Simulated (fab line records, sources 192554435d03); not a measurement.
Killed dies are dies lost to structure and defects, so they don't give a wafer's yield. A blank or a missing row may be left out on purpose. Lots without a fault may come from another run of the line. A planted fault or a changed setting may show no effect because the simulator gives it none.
Chamber matching | flow n5_finfet | N5_BEOL_M0_CUTY_DESCUM_61 on rie_diel-06: 4 sister chambers
The step chemistry O2, time 7.9 s. 14 wafers are shown with their chamber, then 7 later ones without.

WAFERS WITH THEIR CHAMBER
wafer  | chamber | showerhead_plenum_p_Torr (Torr) | oes_product_au (a.u.) | throttle_valve_pct (%)
L075.1 | 1       | 2.06                            | 0.73                  | 20.61
L075.4 | 0       | 2.21                            | 0.78                  | 20.61
L075.5 | 1       | 2.06                            | 0.73                  | 20.63
L079.1 | 1       | 2.05                            | 0.71                  | 20.64
L079.3 | 2       | 2.00                            | 0.70                  | 20.53
L079.5 | 3       | 2.19                            | 0.79                  | 20.51
L088.1 | 3       | 2.19                            | 0.79                  | 20.52
L088.5 | 2       | 1.99                            | 0.70                  | 20.55
L088.6 | 3       | 2.19                            | 0.78                  | 20.54
L090.1 | 2       | 1.99                            | 0.69                  | 20.56
L090.2 | 0       | 2.20                            | 0.76                  | 20.65
L090.6 | 0       | 2.20                            | 0.76                  | 20.65
L092.1 | 2       | 1.99                            | 0.68                  | 20.56
L092.2 | 3       | 2.19                            | 0.77                  | 20.53

SIGNATURES (means of the wafers above)
reading                  | chamber 0 | chamber 1 | chamber 2 | chamber 3 | scatter within a chamber
showerhead_plenum_p_Torr | 2.2033    | 2.0567    | 1.9925    | 2.1900    | 0.00456
oes_product_au           | 0.7667    | 0.7233    | 0.6925    | 0.7825    | 0.0104
throttle_valve_pct       | 20.6367   | 20.6267   | 20.5500   | 20.5250   | 0.0162
Rule: a wafer's distance from a chamber is the root of the sum, over the readings, of the square of ((its reading less the chamber's mean) divided by the reading's scatter). The wafer belongs to the nearest chamber; if the next one is less than 2 further off, it can't be placed. The scatter: the root of (the sum of the squares of (reading less its chamber's mean) over the shown wafers, divided by (wafers less chambers)).

WAFERS WITHOUT THEIR CHAMBER
wafer  | showerhead_plenum_p_Torr (Torr) | oes_product_au (a.u.) | throttle_valve_pct (%)
L092.4 | 2.20                            | 0.76                  | 20.68
L095.2 | 2.18                            | 0.77                  | 20.54
L095.4 | 1.99                            | 0.68                  | 20.56
L095.5 | 1.99                            | 0.68                  | 20.56
L094.1 | 2.18                            | 0.76                  | 20.57
L094.3 | 1.99                            | 0.68                  | 20.56
L094.6 | 2.04                            | 0.92                  | 20.22

WHICH CHAMBER EACH WENT THROUGH
wafer  | from the rows above     | in truth
L092.4 | 0                       | 0
L095.2 | 3                       | 3
L095.4 | 2                       | 2
L095.5 | 2                       | 2
L094.1 | 3                       | 3
L094.3 | 2                       | 2
L094.6 | can't be placed: 1 or 2 | 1
Placed correctly: 6 of 7. Can't be placed from these rows: 1 (the true chamber is among the candidates in 1). Placed wrongly: 0.
